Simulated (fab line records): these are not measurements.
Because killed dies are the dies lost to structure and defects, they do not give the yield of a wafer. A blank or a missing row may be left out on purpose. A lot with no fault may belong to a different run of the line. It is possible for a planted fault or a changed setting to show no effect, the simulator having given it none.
Chamber matching -- flow nand_harc -- NHARC_A_STAIRCASE_DEP_301 on pecvd-02: 3 sister chambers
The step deposits SiON, target thk 30 nm. 3 wafers are shown with their chamber, then 12 later ones without.

WAFERS, EACH WITH ITS CHAMBER
wafer,chamber,heater_power_w (W)
L085.4,1,812
L085.5,0,825
L085.6,2,656

WAFERS MISSING THEIR CHAMBER
wafer,heater_power_w (W)
L090.1,732
L090.2,650
L090.5,654
L092.2,792
L092.5,738
L092.6,680
L094.1,813
L094.5,700
L094.6,814
L095.1,785
L095.2,791
L095.6,798

EACH ONE'S CHAMBER
wafer,from the rows above,in truth
L090.1,can't be placed: 2 or 1 or 0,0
L090.2,2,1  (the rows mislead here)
L090.5,2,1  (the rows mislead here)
L092.2,can't be placed: 1 or 0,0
L092.5,can't be placed: 1 or 2 or 0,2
L092.6,2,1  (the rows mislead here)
L094.1,can't be placed: 1 or 0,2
L094.5,can't be placed: 2 or 1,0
L094.6,can't be placed: 1 or 0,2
L095.1,can't be placed: 1 or 0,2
L095.2,can't be placed: 1 or 0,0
L095.6,can't be placed: 1 or 0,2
0 of 12 placed correctly. Not placeable from these rows: 9 (in 4, the candidates include the true chamber). Wrongly placed: 3.
How it was worked out, from the rows above alone: a wafer's distance from a chamber is the root of the sum, over the readings, of the square of ((its reading less the chamber's mean) divided by the reading's scatter). If the next closest chamber is less than 2 further off than the closest, the wafer can't be placed; otherwise it belongs to the closest. The mean given for a chamber averages the wafers shown for that chamber. The scatter: root of mean squared gap, hidden wafer to nearest shown wafer, with one shown wafer a chamber.
